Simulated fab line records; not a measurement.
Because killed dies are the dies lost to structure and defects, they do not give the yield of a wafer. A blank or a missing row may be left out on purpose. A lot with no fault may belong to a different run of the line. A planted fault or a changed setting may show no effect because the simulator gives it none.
fab line records ; flow n5Finfet
record lots=3; wafers=8; lastDay=17
route steps=1938 shown BEOL_M4@1059 PASSIVATION@1936
lots that met no fault: taken from a fault-free run of the same line
startH: hours from the record's opening day to when the first of the lot's shown wafers began ; waitH: time in hours since the lot's previous step ; " as in the row above ; L1.1+2: several wafers, shown together as one row ; - no value present, or no start provided ; * or withheld: withheld ; < > ~ a bound
route shown NAME@n: names a module that has steps shown in the file, with the first one's number in the route ; usual: average and standard deviation across the fault-free wafers ; same: alike in all rows ; chamber/n: place in a boat ; sites: each site's reading ; _std_site: standard deviation across them ; _edge_site: inner sites' mean taken away from outer sites' mean ; radiusMm: how far each site lies from the wafer's centre ; mask NAME#n: copy n ; behind: the last tool/chamber to shape the wafer ; hold: why the lot went on hold/how many hours it stayed there/how the hold came to an end ; device: whichever transistor did not switch (one of n, p or np) ; end of line: at the end of the route, the tests of the same wafers ; a step with no rows: only its recipe ; killed: at the first sort, the dies lost to defects and structure; wafer yield is something else ; map: the dies of a wafer, with x for killed, . for not killed, _ for no die there
set.NAME: setting as actually run; set.NAME@STEP: the setting as run at that earlier step ; model.NAME: the simulator's own value behind a step, which no gauge read
lots at selected steps of the route; one table per step, one row per wafer
services: a tool's chamber out of use, with start hour (startH, from the record's first day; less than 0 if before it), hours out, and reason
## steps
# step N5_BEOL_M4_DESCUM_33
# recipe chemistry=O2; timeS=7; sourcePowerW=50; biasPowerW=20; pressureMtorr=20; rfFrequencyHz=2.712e+07; tempC=40; resist=CAR-EUV; o2FlowSccm=225
# step N5_BEOL_M4_ETCH_77
# recipe chemistry=N2/H2; target=underlayer; targetDepthA=65; maskMaterial=CAR-EUV; timeS=5.2; ionEnergyEv=200; pressureMtorr=30; sourceW=840; biasW=150; n2FlowSccm=200; h2FlowSccm=200; ends=cleared
# step N5_BEOL_M4_ETCH_69
# recipe chemistry=CF4; target=SiARC; targetDepthA=156; maskMaterial=CAR-EUV; timeS=26; ionEnergyEv=80; pressureMtorr=40; sourceW=545; biasW=36; Ar_flow_sccm=100; cf4FlowSccm=100; ends=cleared
# step N5_BEOL_M4_ALD_98
# recipe material=SiO2; targetThkA=25; tempC=100; aldPrecursorFamily=BDEAS; aldCoReactant=O2-plasma; pulseTimeS=1; coReactantPulseTimeS=1; purgeTimeS=2; coReactantPurgeTimeS=2; aldCycles=17; pressureTorr=2
# step N5_BEOL_M4_ETCHBACK_99
# recipe chemistry=CHF3; target=SiO2; targetDepthA=50; timeS=10.4; sourceW=215; biasW=47; Ar_flow_sccm=200; CHF3_flow_sccm=12; ionEnergyEv=100; pressureMtorr=30
# step N5_BEOL_M4_ETCH_70
# recipe chemistry=N2/H2; target=SOC; targetDepthA=800; overetchA=240; maskMaterial=SiARC; tempC=40; timeS=130; ionEnergyEv=200; pressureMtorr=30; sourceW=840; biasW=150; n2FlowSccm=200; h2FlowSccm=200
# step N5_BEOL_M4_STRIP_71
# recipe chemistry=N2/H2; tempC=40; n2FlowSccm=200; h2FlowSccm=200; rfFrequencyHz=6e+07
# step N5_BEOL_M4_STRIP_78
# recipe chemistry=N2/H2; tempC=40; n2FlowSccm=200; h2FlowSccm=200; rfFrequencyHz=6e+07
# step N5_BEOL_M4_VIA_ETCH_34
# recipe chemistry=C4F6/O2; targetDepthA=694; maskMaterial=SOC; pressureMtorr=15; ionEnergyEv=250; taperDeg=4; timeS=65.9; sourceW=350; biasW=170; Ar_flow_sccm=300; C4F6_flow_sccm=10; O2_flow_sccm=10
# step N5_BEOL_M4_STRIP_83
# recipe chemistry=C4F6/O2; resist=SiARC; rfFrequencyHz=6e+07
# step N5_BEOL_M4_STRIP_36
# recipe chemistry=N2/H2; powerW=450; tempC=40; pressureMtorr=20; rfFrequencyHz=6e+07; overashFraction=0.3; biasPowerW=7; h2Frac=0.5; n2FlowSccm=200; h2FlowSccm=200
# step N5_BEOL_M4_TRENCH_ETCH_37
# recipe chemistry=C4F6/O2; targetDepthA=555.55; target=SiOC; timeS=29.2; ionEnergyEv=250; pressureMtorr=30; sourceW=355; biasW=185; Ar_flow_sccm=300; C4F6_flow_sccm=10; O2_flow_sccm=10
# usual O2_flow_sccm=9.999/0.027; drypumpMotorCurrentA=5.7/0.44; oesProductAu=0.83/0.056; rfVppV=666/15; showerheadPlenumPTorr=2.89/0.081; throttleValvePct=20.76/0.28
lot.wafer;tool;chamber;startH;waitH;O2_flow_sccm;drypumpMotorCurrentA;oesProductAu;rfHoursCounterH;rfVppV;showerheadPlenumPTorr;throttleValvePct;model.BEOL_M4.featureDepthNm;model.etch.depthNm;model.TiN_of_BEOL_M4_HM_DEP_02.thkNm
L342.2;rieDiel-06;1;167.64;-;9.968;6.1;0.79;102;662;2.75;20.78;55;55.01;17.8
L342.5;rieDiel-06;0;167.64;-;9.960;6.1;0.84;-;683;2.99;20.32;54.6;54.54;17.6
L357.3;rieDiel-06;2;272.04;-;10.003;5.1;0.83;63;665;2.89;20.47;56.8;56.82;17.2
L357.5;rieDiel-06;2;272.04;-;9.994;5.1;0.62;-;665;2.89;20.41;34.6;34.59;18.2
L357.6;rieDiel-06;1;272.04;-;10.029;6.1;0.76;-;662;2.74;20.84;55.2;55.17;17.4
L363.2;rieDiel-02;1;304.07;-;10.009;5.7;0.88;30;678;2.90;20.48;56.2;56.2;17.6
L363.5;rieDiel-02;2;304.07;-;10.041;5.6;0.92;-;668;2.79;20.61;57.4;57.31;17.6
L363.6;rieDiel-02;3;304.07;-;10.002;4.9;0.77;-;656;2.87;20.62;55.6;55.63;17.6
# step N5_BEOL_M4_ETCH_41
# recipe chemistry=CH3F/O2; target=SiCN; targetDepthA=299; taperDeg=2; timeS=52.5; ionEnergyEv=120; maskMaterial=TiN; pressureMtorr=30; sourceW=395; biasW=75; Ar_flow_sccm=150; CH3F_flow_sccm=30; O2_flow_sccm=20
# step N5_BEOL_M4_STRIP_97
# recipe chemistry=N2/H2; timeS=10; powerW=450; tempC=40; pressureMtorr=20; rfFrequencyHz=6e+07; biasPowerW=7; n2FlowSccm=200; h2FlowSccm=200
# step N5_BEOL_M4_OCD_MEAS_38
# usual trenchDepthNm=56.1/1.1
lot.wafer;tool;chamber;startH;waitH;trenchDepthNm
L342.2;ocd-02;-;167.80;-;54.9
L342.5;ocd-02;-;167.80;-;54.6
L357.3;ocd-02;-;272.20;-;57.6
L357.5;ocd-02;-;272.20;-;34.7
L357.6;ocd-02;-;272.20;-;54.8
L363.2;ocd-02;-;304.23;-;56.1
L363.5;ocd-02;-;304.23;-;57.0
L363.6;ocd-02;-;304.23;-;55.5
# step N5_BEOL_M4_HM_STRIP_39
# recipe chemistry=peroxideTinStrip; material=TiN; targetDepthA=250; tempC=50; timeS=158
# step N5_BEOL_M4_SRD_40
# recipe timeS=30; tempC=23; rinseLiquid=diw; dry=ipaMarangoni
# step N5_BEOL_M4_PRECLEAN_42
# recipe chemistry=residueRemover; timeS=60; tempC=40
# step N5_BEOL_M4_SRD_43
# recipe timeS=30; tempC=23; rinseLiquid=diw; dry=ipaMarangoni
# step N5_BEOL_M4_DEGAS_44
# recipe ambient=vacuum; tempC=250; timeS=60
# step N5_BEOL_M4_PRE_CLEAN_45
# recipe gas=H2/He; timeS=30; tempC=250
# step N5_BEOL_M4_ALD_84
# recipe material=TaN; targetThkA=*; tempC=275; aldPrecursorFamily=PDMAT; aldCoReactant=NH3; pressureTorr=3; carrierFlowSccm=1500; pulseTimeS=2; purgeTimeS=3; coReactantPurgeTimeS=2; coReactantPulseTimeS=3; aldCycles=30; precursorVesselTempC=75; precursorVesselPressureTorr=26.25; precursorVesselCarrierSccm=1000
# step N5_BEOL_M4_SURFACE_TREAT_85
# recipe gas=Ar; timeS=*; ionEnergyEv=*; ionCurrentMaCm2=0.5; pressureMtorr=*; arFlowSccm=30
# step N5_BEOL_M4_CVD_47
# recipe material=Co; targetThkA=30; tempC=withheld; precursor=CCTBA/H2; pressureTorr=30; timeS=223.8
# step N5_BEOL_M4_SPUTTER_48
# recipe material=Cu; targetThkA=45; tempC=-20; chamberPressurePa=0.07; powerW=withheld; timeS=8.29
# step N5_BEOL_M4_ANNEAL_49
# recipe tempC=400; timeS=240; ambient=vacuum
# step N5_BEOL_M4_SPUTTER_79
# recipe material=Cu; targetThkA=45; tempC=-20; chamberPressurePa=0.07; powerW=withheld; timeS=8.29
# step N5_BEOL_M4_ANNEAL_80
# recipe tempC=400; timeS=240; ambient=vacuum
# step N5_BEOL_M4_SPUTTER_81
# recipe material=Cu; targetThkA=45; tempC=-20; chamberPressurePa=0.07; powerW=withheld; timeS=8.29
# step N5_BEOL_M4_ANNEAL_82
# recipe tempC=400; timeS=240; ambient=vacuum
# step N5_BEOL_M4_SPUTTER_86
# recipe material=Cu; targetThkA=45; tempC=-20; chamberPressurePa=0.07; powerW=withheld; timeS=8.29
# step N5_BEOL_M4_ANNEAL_87
# recipe tempC=400; timeS=240; ambient=vacuum
# step N5_BEOL_M4_SPUTTER_88
# recipe material=Cu; targetThkA=45; tempC=-20; chamberPressurePa=0.07; powerW=withheld; timeS=8.29
# step N5_BEOL_M4_ANNEAL_89
# recipe tempC=400; timeS=240; ambient=vacuum
# step N5_BEOL_M4_SPUTTER_90
# recipe material=Cu; targetThkA=45; tempC=-20; chamberPressurePa=0.07; powerW=withheld; timeS=8.29
# step N5_BEOL_M4_ANNEAL_91
# recipe tempC=400; timeS=240; ambient=vacuum
# step N5_BEOL_M4_SPUTTER_92
# recipe material=Cu; targetThkA=45; tempC=-20; chamberPressurePa=0.07; powerW=withheld; timeS=8.29
# step N5_BEOL_M4_ANNEAL_93
# recipe tempC=400; timeS=240; ambient=vacuum
# step N5_BEOL_M4_SPUTTER_94
# recipe material=Cu; targetThkA=45; tempC=-20; chamberPressurePa=0.07; powerW=withheld; timeS=8.29
# step N5_BEOL_M4_ANNEAL_95
# recipe tempC=400; timeS=240; ambient=vacuum
# step N5_BEOL_M4_CMP_52
# recipe stopOn=SiOC; tOverpolishS=6.8; downForcePsi=1; platenRpm=50; clearingPlatenDownForcePsi=1.5; clearingPlatenRpm=50; postCmpClean=cuAlkaline; targetThkNm=40; clearingPlatenPadVelocityMS=0.99484; padVelocityMS=0.99484
# usual motorCurrentA=6.2/0.81
lot.wafer;tool;chamber;startH;waitH;motorCurrentA;model.Cu_of_BEOL_M4_ECD_50.thkNm
L342.2;cmp-02;2;171.69;0.3;6.4;39.8
L342.5;cmp-02;0;171.69;0.3;5.3;38.4
L357.3;cmp-02;1;276.16;0.2;6.9;40.8
L357.6;cmp-02;0;276.16;0.2;5.3;40.2
L357.5;cmp-02;1;276.16;0.2;7.0;18.8
L363.2;cmp-03;2;309.00;0.3;5.4;39.4
L363.5;cmp-03;3;309.00;0.3;5.9;42.6
L363.6;cmp-03;0;309.00;0.3;5.7;39.8
# step N5_BEOL_M4_THK_MEAS_53
# recipe thkMeasGauge=xrf; reads=Cu_of_BEOL_M4_ECD_50
# usual M4_THK=42.1/1.6
lot.wafer;tool;chamber;startH;waitH;M4_THK[nm]
L342.2;filmMetro-02;-;171.91;-;41.4
L342.5;filmMetro-02;-;171.91;-;39.8
L357.3;filmMetro-02;-;276.41;-;42.8
L357.5;filmMetro-02;-;276.41;-;19.8
L357.6;filmMetro-02;-;276.41;-;42.3
L363.2;filmMetro-02;-;309.18;-;40.6
L363.5;filmMetro-02;-;309.18;-;43.8
L363.6;filmMetro-02;-;309.18;-;41.0
# step N5_BEOL_M4_RS_MEAS_58
# recipe thkMeasGauge=four-point-probe; reads=Co_of_BEOL_M4_CO_CAP_55+Cu_of_BEOL_M4_ECD_50+Co_of_BEOL_M4_CVD_47+TaN_of_BEOL_M4_ALD_84
# usual M4_RS=0.66/0.032
lot.wafer;tool;chamber;startH;waitH;M4_RS[ohm/sq]
L342.2;filmMetro-02;-;172.17;0.1;0.67
L342.5;filmMetro-02;-;172.17;0.1;0.71
L357.3;filmMetro-01;-;276.70;0.1;0.65
L357.5;filmMetro-01;-;276.70;0.1;1.85
L357.6;filmMetro-01;-;276.70;0.1;0.66
L363.2;filmMetro-02;-;309.44;0.1;0.68
L363.5;filmMetro-02;-;309.44;0.1;0.62
L363.6;filmMetro-02;-;309.44;0.1;0.67
# step N5_BEOL_M4_RC_MEAS_101
# usual DIBL_N=36.3/1.6; DIBL_P=36.2/2; IOFF_N=0.160/0.028; IOFF_P=0.21/0.036; ION_N=677/11; ION_P=465/6.9; SERP_M4=191/16; SERP_M4_max_site=203/18; SS_N=71.5/0.55; SS_P=73.3/0.64; VT_N=250/3; VT_P=-250/3.5
lot.wafer;tool;chamber;startH;waitH;DIBL_N[mV/V];DIBL_P[mV/V];IOFF_N[nA/um];IOFF_P[nA/um];ION_N[uA/um];ION_P[uA/um];SERP_M4[ohm/um];SERP_M4_max_site[ohm/um];SS_N[mV/dec];SS_P[mV/dec];VT_N[mV];VT_P[mV]
L342.2;prober-01;0;172.38;0.2;37.8;39.3;0.211;0.25;693;463;194;214;71.6;74.3;245;-248
L342.5;prober-01;0;172.38;0.2;33.7;34.1;0.122;0.17;663;459;200;213;70.6;72.7;253;-252
L357.3;prober-02;0;277.06;0.3;36.4;37.5;0.163;0.22;686;468;174;187;71.4;73.2;249;-251
L357.5;prober-02;0;277.06;0.3;33.8;33.3;0.114;0.17;658;459;472;514;70.8;72.3;256;-254
L357.6;prober-02;0;277.06;0.3;34.0;35.1;0.117;0.18;658;459;187;200;71.4;73.5;253;-255
L363.2;prober-02;0;309.64;0.2;35.1;34.3;0.134;0.17;679;462;175;181;70.7;73.3;251;-255
L363.5;prober-02;0;309.64;0.2;35.7;35.7;0.144;0.18;665;452;159;178;71.8;73.6;251;-252
L363.6;prober-02;0;309.64;0.2;35.9;36.2;0.152;0.18;683;460;197;211;71.4;73.5;249;-254
# sites SERP_M4 radiusMm=0,75,75,75,75,140,140,140,140
L342.2 177 181 194 196 196 191 214 195 193
L357.3 183 187 176 174 178 164 167 168 169
L363.2 181 175 179 174 175 176 172 172 180
# step N5_PASSIVATION_PROBE_49
# usual defectLimitedYield=91.2/1.5; killed_at_M0_to_M3=36/10; killed_at_M4_up=13/6; killedAtContacts=11/5.2; killedAtFrontEnd=40/11; killedAtOther=3.1/2.9; killedDies=104/17; killedOnRim=14/3.6; killedOpen=66/12; killedShort=34/7.7; sort_bin_5_function=5.1/0.91; sort_bin_6_memory=3.2/0.67; sort_bin_8_speed=0.00/0.0074; sortNPass=1076/17
# same grossDies=1180; killedAtBackSide=0; sort_bin_4_leakage[%]=0
lot.wafer;tool;chamber;startH;waitH;defectLimitedYield[%];killed_at_M0_to_M3;killed_at_M4_up;killedAtContacts;killedAtFrontEnd;killedAtOther;killedDies;killedOnRim;killedOpen;killedShort;sort_bin_5_function[%];sort_bin_6_memory[%];sort_bin_8_speed[%];sortNPass
L342.2;prober-01;-;282.15;0.1;90.8;27;12;22;41;7;109;14;79;29;5.6;3.3;0;1071
L342.5;prober-01;-;282.30;0.2;91.9;17;13;13;49;3;95;13;72;21;5.4;2.4;0;1085
L357.3;prober-01;-;374.79;0.1;91.2;44;22;4;34;0;104;11;65;38;4.8;3.5;0;1076
L357.5;prober-01;-;374.89;0.2;58.9;41;351;25;68;0;485;44;90;43;6.4;4.4;28.73;695
L357.6;prober-01;-;374.94;0.3;92.0;24;6;4;60;0;94;16;58;34;4.5;3.1;0;1086
L363.2;prober-01;-;417.85;0.1;91.7;26;16;8;38;10;98;13;55;36;4.3;3.1;0;1082
L363.5;prober-01;-;418.00;0.2;92.3;27;23;11;27;3;91;17;64;23;4.5;2.9;0;1089
L363.6;prober-01;-;418.05;0.3;92.8;26;17;8;31;3;85;11;50;30;4.1;2.9;0;1095
# killed by level:class
L342.2 FIN_SAQP:geometricParticle:open=19 MOL_CONTACT_COAG:geometricParticle:open=18 BEOL_M3:geometricParticle:open=8 BEOL_M4:geometricParticle:open=5 MOL_CONTACT_COAG:geometricParticle:short=4 BEOL_M0_SAQP:geometricParticle:open=4 BEOL_M2:geometricParticle:open=4 STARTING-WAFER:geometricParticle:short=4
L342.5 FIN_SAQP:geometricParticle:open=21 MOL_CONTACT_COAG:geometricParticle:open=12 BEOL_M4:geometricParticle:open=8 FIN_SAQP:geometricParticle:short=6 BEOL_M0_SAQP:geometricParticle:short=5 STI_FIN_REVEAL:geometricParticle:open=4 ILD0:geometricParticle:open=4 BEOL_M3:geometricParticle:open=4
L357.3 STI_FIN_REVEAL:geometricParticle:open=12 BEOL_M0_SAQP:geometricParticle:short=10 BEOL_M0_SAQP:geometricParticle:open=9 FIN_SAQP:geometricParticle:short=7 BEOL_M1:geometricParticle:open=7 BEOL_M3:geometricParticle:open=6 BEOL_M6:geometricParticle:open=6 BEOL_M1:geometricParticle:short=5
L357.5 BEOL_M4:areaEcd=339 MOL_CONTACT_COAG:geometricParticle:open=23 STI_FIN_REVEAL:geometricParticle:open=14 HKMG_FIN:areaEtch=13 FIN_SAQP:geometricParticle:open=10 FIN_SAQP:geometricParticle:short=10 BEOL_M3:geometricParticle:open=10 BEOL_M0_SAQP:geometricParticle:short=8
L357.6 STI_FIN_REVEAL:geometricParticle:open=15 FIN_SAQP:geometricParticle:short=12 FIN_SAQP:geometricParticle:open=11 BEOL_M0_SAQP:geometricParticle:open=6 BEOL_M0_SAQP:geometricParticle:short=6 DUMMY_GATE:geometricParticle:open=4 BEOL_M3:geometricParticle:open=4 FIN_CUT:geometricParticle:short=3
L363.2 FIN_SAQP:geometricParticle:open=7 FIN_SAQP:geometricParticle:short=7 STI_FIN_REVEAL:geometricParticle:open=6 BEOL_M4:geometricParticle:open=6 BEOL_M1:geometricParticle:open=6 MOL_CONTACT_COAG:geometricParticle:open=5 BEOL_M0_SAQP:geometricParticle:open=5 GATE_CUT:geometricParticle:short=4
L363.5 MOL_CONTACT_COAG:geometricParticle:open=11 BEOL_M4:geometricParticle:open=8 FIN_SAQP:geometricParticle:open=7 BEOL_M1:geometricParticle:open=7 BEOL_M2:geometricParticle:open=5 FIN_SAQP:geometricParticle:short=4 BEOL_M0_SAQP:geometricParticle:open=4 BEOL_M1:geometricParticle:short=4
L363.6 FIN_SAQP:geometricParticle:open=11 BEOL_M4:geometricParticle:open=11 BEOL_M0_SAQP:geometricParticle:open=7 BEOL_M0_SAQP:geometricParticle:short=7 FIN_SAQP:geometricParticle:short=6 BEOL_M1:geometricParticle:short=5 STI_FIN_REVEAL:geometricParticle:open=3 MOL_CONTACT_COAG:geometricParticle:short=3
# map L357.5 (x killed, . not)
_________________...xxx.x..x.________________
______________...xxx.xx...x...x._____________
___________x.x..x...xx.xxx.xx..x..x__________
__________x.....x.xx.x.x...x...x...x_________
________.....x...x.x.x....xxxx...xx.xx_______
_______xxxxx..xxx..x..xxx..xxx.x.x.x.x.______
______...xx.xx..xx..x....x..x..xxx.xxx.x_____
_____.....xx........x....x.xxx....xxx.x..____
____xxxxxx...x..x.x.xx.xx...x..x.xxxxx...x___
___....xxxx..x.x..x......x..xx..x....x.x...__
___......x.x....x..x.xx...x.x.xx.xx....x.x.__
__..x....x.x.x..x..x..xx.xxx.x...x.xx...x..._
__..x....xxx.x...x.x.x.xxx...x.x.xxxx......._
_...xx...x...xxx..x.xx.x.xxx...xxxxx.x.xx.xx.
_...........x.xx.x..x....x.x....xxx....xx..x.
_.x.xxx....x...xx.xxxxxxx..x..xxx.xx.x..xxx..
_.x...x.x....x..xxx.xxxx..xx..x.x.x.x.xx...xx
_xx.xx.........x....x.xx..x.x..x.x..xxxxx.x..
_x.....x.....x.x....x......xxx.xxxxxx..xx...x
_xx.xx..x......x...x....x.xxxx..x.xxxxxx..xxx
_.....xx...x.x.x...x.xx..xxxx.x..x.xxxx.x.xx.
__.x.......xx..x......xx...x.xx.xx..x...xx.._
__.......x.x.xxxx.x.x...x...x....x.x...xx..x_
___....x.x..x.x....x.xx..xx.....x.x.xxx..xx__
___..x..xx.x.xx...x...x.x...xx.x.xxx...x...__
____x...xx.....x..x.x...x.x.xxxxx...x..x..___
_____.......x...x....x.xx.x...x.x.x...xx.____
______......xx...x....xx.x.xx.xx...x...._____
_______....xx.x.x.x..x..xxx....xx..x..x______
________xx.xx.x.x......xxxxx.xx..xx..._______
__________.x.xxxx....x..xx..xx......_________
___________x.......xx..xx.xx.xx...x__________
______________..x..x..xxx...x..._____________
_________________x........x..________________
# map L342.2 (x killed, . not)
_________________....x.......________________
______________...............x.._____________
___________.......x......xx.......x__________
__________..xx.........xxx....x...x._________
________.x...x..........x...x.x..x...._______
_______...........xx...................______
______..........x......................._____
_____.............x........x..........x..____
____..............x........x..............___
___.........x........x..........x..........__
___................x..xx......x......x..x.x__
__x..x.x.x....................x............._
__........x..................x...........x.._
_xx................x..x.....................x
_...............x..x......x...........x......
_..........x...................x............x
_x.........x....x....x..................x..x.
_..............x....x.....x.......x..........
_...............x............................
_........x..........x........................
_.................x..x.....x.......x......x..
__...x...x.x.x...x.....x..............x....._
__.............................x.......xx..._
___.....xx......................x.......x..__
___..............x..............x.x..x.....__
____..........x..........x................___
_____.........................x........x.____
______...........................x......_____
_______...................x.......x....______
________..........x...............x..._______
__________....xx........x..........._________
___________x......x........x.......__________
______________......x..........._____________
_________________............________________
## services
tool;chamber;startH;hours;kind
cmp-03;-;158.33;3.9;pm
rieDiel-02;2;177.14;9.3;repair
rieDiel-02;1;178.63;14.1;repair
cmp-02;-;182.60;0.2;repair
cmp-03;-;189.04;0.4;repair
rieDiel-02;1;193.11;-;clean
rieDiel-02;1;193.11;-;consumableReplace:focusRing
rieDiel-02;1;193.11;25.0;scheduledDown
rieDiel-02;1;193.11;25.0;ventCycle
cmp-03;-;195.48;1.7;repair
cmp-02;-;200.56;2.4;repair
cmp-02;-;215.42;4.0;pm
cmp-02;-;219.42;-;consumableReplace:conditioner
cmp-02;-;219.42;-;consumableReplace:pad
rieDiel-02;2;220.79;6.6;repair
rieDiel-02;3;222.10;1.4;repair
rieDiel-02;2;227.67;-;clean
rieDiel-02;2;227.67;-;consumableReplace:focusRing
cmp-03;-;235.56;1.1;repair
cmp-03;-;243.89;5.3;pm
cmp-02;-;244.01;1.5;repair
cmp-02;-;287.69;1.8;repair
cmp-02;-;305.39;3.3;repair
rieDiel-06;-;307.32;2.8;pm
## key
firstSign step=N5_BEOL_M4_TRENCH_ETCH_37; reading=oesProductAu; direction=down; sigmas=3.7; usual=0.83; struck=0.62
effect step=N5_BEOL_M4_OCD_MEAS_38; reading=trenchDepthNm; direction=down; sigmas=20; usual=56.1; struck=34.7
effect step=N5_BEOL_M4_THK_MEAS_53; reading=M4_THK; direction=down; sigmas=14; usual=42.1; struck=19.8
effect step=N5_BEOL_M4_RS_MEAS_58; reading=M4_RS; direction=up; sigmas=37; usual=0.66; struck=1.85
effect step=N5_BEOL_M4_RC_MEAS_101; reading=SERP_M4; direction=up; sigmas=18; usual=191; struck=472
effect step=N5_BEOL_M4_RC_MEAS_101; reading=SERP_M4_max_site; direction=up; sigmas=18; usual=203; struck=514
effect step=N5_PASSIVATION_PROBE_49; reading=sort_bin_8_speed; direction=up; sigmas=99+; usual=0.00; struck=28.73
modelEffect step=N5_BEOL_M4_TRENCH_ETCH_37; value=BEOL_M4.featureDepthNm; without=56.6; struck=34.6
modelEffect step=N5_BEOL_M4_CMP_52; value=Cu_of_BEOL_M4_ECD_50.thkNm; without=40.8; struck=18.8
moreKillsBornAt N5_BEOL_M4_ECD_50@ecdCu-02=339
metAt N5_BEOL_M4_TRENCH_ETCH_37
struckWafers L357.5
onsetBetween 167.64 272.04
fault kind=processParameterDrift; tool=rieDiel-06; chamber=-; onsetH=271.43; steps=N5_BEOL_M4_TRENCH_ETCH_37; channel=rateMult; offset=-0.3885; shape=step; endH=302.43; scope=struckWafersOnly
